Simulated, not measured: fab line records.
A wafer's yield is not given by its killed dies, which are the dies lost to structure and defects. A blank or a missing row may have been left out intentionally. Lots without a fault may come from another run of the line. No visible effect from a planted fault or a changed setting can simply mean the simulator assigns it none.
Chamber matching || flow n5_finfet || ald_metal-03 running N5_BEOL_M0_ALD_136: 4 sister chambers
The step deposits TaN, pulse time 2 s, purge time 3 s, co reactant purge time 2 s. 8 wafers are shown with their chamber, then 8 later ones without.

== WAFERS WITH THEIR CHAMBER ==
{"wafer": "L074.1", "chamber": 2, "heater_power_w (W)": 314}
{"wafer": "L080.6", "chamber": 1, "heater_power_w (W)": 441}
{"wafer": "L083.1", "chamber": 2, "heater_power_w (W)": 312}
{"wafer": "L083.4", "chamber": 1, "heater_power_w (W)": 430}
{"wafer": "L084.2", "chamber": 0, "heater_power_w (W)": 483}
{"wafer": "L084.3", "chamber": 3, "heater_power_w (W)": 374}
{"wafer": "L084.6", "chamber": 0, "heater_power_w (W)": 488}
{"wafer": "L087.1", "chamber": 3, "heater_power_w (W)": 380}

== WAFERS WITH NO CHAMBER GIVEN ==
{"wafer": "L087.2", "heater_power_w (W)": 481}
{"wafer": "L087.3", "heater_power_w (W)": 438}
{"wafer": "L093.1", "heater_power_w (W)": 493}
{"wafer": "L093.3", "heater_power_w (W)": 377}
{"wafer": "L093.4", "heater_power_w (W)": 438}
{"wafer": "L095.1", "heater_power_w (W)": 375}
{"wafer": "L095.4", "heater_power_w (W)": 479}
{"wafer": "L095.6", "heater_power_w (W)": 307}

== WHICH CHAMBER EACH WENT THROUGH ==
{"wafer": "L087.2", "from the rows above": 0, "in truth": 0}
{"wafer": "L087.3", "from the rows above": 1, "in truth": 1}
{"wafer": "L093.1", "from the rows above": 0, "in truth": 0}
{"wafer": "L093.3", "from the rows above": 3, "in truth": 3}
{"wafer": "L093.4", "from the rows above": 1, "in truth": 1}
{"wafer": "L095.1", "from the rows above": 3, "in truth": 3}
{"wafer": "L095.4", "from the rows above": 0, "in truth": 0}
{"wafer": "L095.6", "from the rows above": 2, "in truth": 2}
8 of 8 placed correctly. Left unplaced by these rows: 0. Placed wrongly: 0.
How it was worked out, from the rows above alone: a wafer's distance from a chamber is the root of the sum, over the readings, of the square of ((its reading less the chamber's mean) divided by the reading's scatter). If the next closest chamber is less than 2 further off than the closest, the wafer can't be placed; otherwise it belongs to the closest. For every chamber, the mean is computed from those of its wafers that are shown. The scatter: take each reading less its chamber's mean, square it, sum over the shown wafers, divide by the number of wafers less the number of chambers, and take the root.
